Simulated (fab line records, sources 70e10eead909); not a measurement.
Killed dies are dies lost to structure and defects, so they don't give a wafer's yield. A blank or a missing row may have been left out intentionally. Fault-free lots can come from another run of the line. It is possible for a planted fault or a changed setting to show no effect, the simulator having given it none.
Struck lot and sound lot, side by side || flow nand_harc || 14 out of 1302 route steps
Sound: wafers L419.1, L419.3, L419.6. Struck: wafers L427.2, L427.3, L427.4. The cause comes at the end.
Each step with rows lists, per side, the tool, then ch with its chambers, then its first start. Under that, the readings that differ: sound wafers || struck wafers || difference of the means || sigmas: that difference in standard deviations of wafers without a fault.
alike: words and numbers the same on both sides, and readings whose means are apart by under 2 such deviations; not compared: readings that were withheld, readings missing a value for some wafer, numbers with overlapping values and no deviation given by the record, and bounds like >300 which may hide the same value.
A row with sigmas, a row that says differs or no value, or rows on one side alone: a step with any of these is where the two part. Numbers that don't overlap but have no deviation are shown without sigmas and don't part them. A reading that every wafer of one side lacks parts them only if that side has two wafers or more.

NHARC_P_ZERO_WELL_CD_MEAS_37 targets a cd of 720 nm.
  sound on cd_sem-02 ch 0, day 5 08:03; struck on cd_sem-03 ch 0, day 8 16:07
  alike: cd_nm
then, 1 step without rows for these wafers: NHARC_P_ZERO_WELL_HARDBAKE_38 (time 80 s).
NHARC_P_ZERO_WELL_DESCUM_39: chemistry O2, time 3 s.
  sound on rie_diel-09 ch 0,1,2, day 5 08:13; struck on rie_diel-03 ch 0,2,3, day 8 16:17
  alike: drypump_motor_current_A, mfc_ar_sccm, oes_product_au, rf_vpp_V, showerhead_plenum_p_Torr, throttle_valve_pct
  not compared: rf_hours_counter_h
then, 9 steps without rows for these wafers: NHARC_P_ZERO_WELL_IMPLANT_40; NHARC_P_ZERO_WELL_IMPLANT_59; NHARC_P_ZERO_WELL_IMPLANT_60; NHARC_P_ZERO_WELL_STRIP_41 (strips in SPM, time 840 s); NHARC_P_ZERO_WELL_DEHYDRATE_44 (time 120 s); NHARC_P_ZERO_WELL_HMDS_45 (time 30 s); NHARC_P_ZERO_WELL_COAT_46; NHARC_P_ZERO_WELL_SOFTBAKE_47 (time 95 s); NHARC_P_ZERO_WELL_EBR_48.
NHARC_P_ZERO_WELL_EXPOSE_49: exposes mask P HVPW, target cd 2000 nm.
  sound on krf_scanner-03 ch 0, day 5 09:43; struck on krf_scanner-03 ch 0, day 8 17:29
{"reading": "model.P_ZERO_WELL.overlay_x_nm (nm)", "sound": "5.826 5.826 5.826", "struck": "43.62 43.62 43.62", "difference": "+37.79", "sigmas": ""}
  alike: mask, reticle_temp_C
then, 1 step without rows for these wafers: NHARC_P_ZERO_WELL_PEB_50 (peb time 85 s).

WHERE THEY PART
Nowhere in this record.

WHY: what had been put in by the simulator
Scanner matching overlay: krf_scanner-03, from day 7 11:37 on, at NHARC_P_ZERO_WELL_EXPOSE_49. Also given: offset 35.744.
